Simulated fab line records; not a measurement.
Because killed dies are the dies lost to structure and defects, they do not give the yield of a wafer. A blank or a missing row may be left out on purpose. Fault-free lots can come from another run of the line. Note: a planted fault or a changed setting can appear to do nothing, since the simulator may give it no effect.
Problem report, 8D (eight disciplines) form, completed by code / flow n5-finfet / the parts of the form that need people (team, actions taken, sign-off) are left out

1. THE PROBLEM
At N5_BEOL_M9_COAT_60, spin-speed-rpm averages 1666.4 rpm over 6 wafers from 2 lots, while fault-free wafers read 1500.0 rpm, standard deviation 1. So: +99 or more standard deviations from the usual mean.
The step: time 60 s, resist thk 30 nm.
First seen on wafer L779.2, day 10 02:11, on litho-track-01. At this step, 37 wafers from 13 lots have a number in the record. By rule, "out" or "out of limits" means more than 4 standard deviations away from the usual mean. The other wafers with a number count as sound.

2. WHAT THIS IS AND IS NOT
question=which readings at this step | is=spin-speed-rpm | is not=-
question=which lots | is=L779, L782 | is not=L776, L777, L778, L780, L788, L790, L793, L795, L796, L798, L799
question=which wafers of those lots | is=all that have a number | is not=-
question=read on which tools | is=litho-track-01 | is not=litho-track-02, litho-track-05
question=when | is=from day 10 02:11 | is not=up to then (7 sound wafers); but 24 sound wafers of L780, L788, L790, L793, L795, L796, L798, L799 came after

3. SUSPECTS, AND WHAT RULES EACH OUT
Counting: a tool at any process step up to the reading remains a suspect when it ran all the lots that are out and ran no sound lot after the first of those.
- litho-track-01 at N5_BEOL_M9_COAT_60 (time 60 s, resist thk 30 nm): ruled out as a lasting fault. The sound lots L790, L795, L798 went through it after L779, its earliest lot that is out (day 10 02:11).
Left after counting: nothing in the record.

4. THE CAUSE (what the simulator had put in)
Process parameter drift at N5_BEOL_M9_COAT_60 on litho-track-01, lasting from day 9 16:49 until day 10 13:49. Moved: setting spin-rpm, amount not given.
Counting ruled it out, wrongly.

5. THE CHAIN OF EFFECTS, in route order
One row per reading whose mean, taken over the struck wafers that have a number, lies over 3 standard deviations from the usual. Readings are gone through only where the record gives a usual standard deviation; hours: the median, over the lots, of the time from a lot's start at the first step in this table giving one to that lot's start at this step; sigmas: the change measured in usual standard deviations.
hours=0; step=N5_BEOL_M9_COAT_60; reading=spin-speed-rpm; usual=1500.0 rpm; on struck wafers=1666.4; change=+166.4; sigmas=+99 or more
It contains these process steps:
- N5_BEOL_M9_COAT_60: time 60 s, resist thk 30 nm.
Later measuring or inspecting steps at which every struck wafer that the step has a row for has a number for every such reading, and none has moved that far: N5_BEOL_M9_CD_MEAS_11, N5_BEOL_M9_INSPECT_13.

6. WHAT WOULD HAVE CAUGHT IT SOONER
The fault began at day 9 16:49; the first out-of-limits reading in this record came at day 10 02:11, 9 hours later.
